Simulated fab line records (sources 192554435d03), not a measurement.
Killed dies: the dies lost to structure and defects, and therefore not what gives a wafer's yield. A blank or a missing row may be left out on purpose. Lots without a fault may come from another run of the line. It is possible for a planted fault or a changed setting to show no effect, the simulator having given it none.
Struck lot and sound lot, side by side ; flow n5_finfet ; 34 steps out of a route of 1938
Sound: these wafers, L611.1, L611.3, L611.4. The struck wafers were L622.1, L622.2, L622.4. The cause comes at the end.
Each step with rows lists, per side, the tool, then ch with its chambers, then its first start. Under that, the readings that differ: sound wafers ; struck wafers ; difference of the means ; sigmas: that difference in standard deviations of wafers without a fault.
alike: readings whose means differ by less than 2 such deviations, and words and numbers that are the same on both sides. not compared: withheld readings, readings that some wafer has no value for, bounds like >300 that may hide the same value, and numbers for which the record gives no deviation and whose values overlap.
Wherever a step has rows on one side only, a row that says differs or no value, or a row with sigmas, the two part there. Numbers that have no deviation but don't overlap get no sigmas and don't part them. A reading that every wafer of one side lacks parts them only if that side has two wafers or more.

first, 9 steps without rows for these wafers: N5_BEOL_M11_EBR_24; N5_BEOL_M11_SOFTBAKE_23 (time 60 s); N5_BEOL_M11_EXPOSE_25 (exposes mask V10); N5_BEOL_M11_PEB_26 (peb time 60 s); N5_BEOL_M11_DEVELOP_27 (develop time 30 s); N5_BEOL_M11_DESCUM_33 (chemistry O2, time 7.9 s); N5_BEOL_M11_ETCH_65 (etches SiARC in CF4, target depth 39 nm, time 65 s); N5_BEOL_M11_ETCH_66 (etches SOC in N2/H2, target depth 120 nm, overetch 24 nm, time 180 s); N5_BEOL_M11_STRIP_69 (strips in N2/H2).
N5_BEOL_M11_VIA_ETCH_34: etches SiCOH lowk in C4F6/O2, target depth 184.5 nm, time 69.2 s.
  sound on rie_diel-05 ch 0,1,3, day 14 00:29; struck on rie_diel-05 ch 0,2,3, day 16 23:40
  alike: drypump_motor_current_A, oes_product_au, rf_vpp_V, showerhead_plenum_p_Torr, throttle_valve_pct
  not compared: rf_hours_counter_h
then, 23 steps without rows for these wafers: N5_BEOL_M11_STRIP_73 (strips in C4F6/O2); N5_BEOL_M11_STRIP_36 (strips in N2/H2); N5_BEOL_M11_TRENCH_ETCH_37 (etches SiCOH lowk in C4F6/O2, target depth 148.83 nm, time 48 s); N5_BEOL_M11_ETCH_41 (etches SiCN in CH3F/O2, target depth 42.6 nm, time 86 s); N5_BEOL_M11_STRIP_77 (strips in N2/H2, time 10 s); N5_BEOL_M11_HM_STRIP_39 (strips TiN in peroxide tin strip, target depth 25 nm, time 158 s); N5_BEOL_M11_SRD_40 (time 30 s); N5_BEOL_M11_PRECLEAN_42 (cleans in residue remover, time 60 s); N5_BEOL_M11_SRD_43 (time 30 s); N5_BEOL_M11_CURE_72 (cures SiCOH lowk, time 120 s); N5_BEOL_M11_DEGAS_44 (time 60 s); N5_BEOL_M11_PRE_CLEAN_45 (time 30 s); N5_BEOL_M11_ALD_74 (deposits TaN, target thk 2 nm, pulse time 2 s, purge time 3 s); N5_BEOL_M11_SURFACE_TREAT_76; N5_BEOL_M11_CVD_75 (deposits Co from CCTBA/H2, target thk 2 nm, time 138.9 s); N5_BEOL_M11_SPUTTER_48 (material Cu, target thk 12 nm, time 2 s); N5_BEOL_M11_ECD_50 (material Cu, target thk 318 nm); N5_BEOL_M11_ANNEAL_51 (time 90 s); N5_BEOL_M11_CMP_52 (polishes, stops on SiCOH lowk, t overpolish 7 s, target thk 140 nm); N5_BEOL_M11_PRE_CLEAN_55 (time 15 s); N5_BEOL_M11_DEP_56 (deposits SiCN from 3MS/NH3, target thk 30 nm, time 10.5 s); N5_BEOL_M12_ILD_DEP_00 (deposits SiOC from DEMS/O2, target thk 658.92 nm, time 130.7 s); N5_BEOL_M12_COAT_58 (time 60 s, resist thk 89 nm).
N5_PASSIVATION_PROBE_49:
  struck on prober-02, day 18 21:32; sound on prober-02, day 15 17:07
reading;sound;struck;difference;sigmas
defect_limited_yield (%);91.7 90.1 92.7;88.4 85.8 85.0;-5.1;-4
killed_at_M4_up;5 5 6;70 105 115;+91;+16
killed_dies;98 117 86;137 168 177;+60;+4
killed_on_rim;13 12 11;28 28 27;+16;+4
sort_bin_5_function (%);4.3 5.6 4.1;5.7 7.7 8.9;+2.8;+3
sort_n_pass;1082 1063 1094;1043 1012 1003;-60;-4
sort_yield_pct (%);91.7 90.1 92.7;88.4 85.8 85.0;-5.1;-4
  alike: killed_at_M0_to_M3, killed_at_contacts, killed_at_front_end, killed_at_other, killed_open, killed_short, sort_bin_6_memory, sort_bin_8_speed

WHERE THEY PART
Within this record, at N5_PASSIVATION_PROBE_49 only.

WHY: what had been put in by the simulator
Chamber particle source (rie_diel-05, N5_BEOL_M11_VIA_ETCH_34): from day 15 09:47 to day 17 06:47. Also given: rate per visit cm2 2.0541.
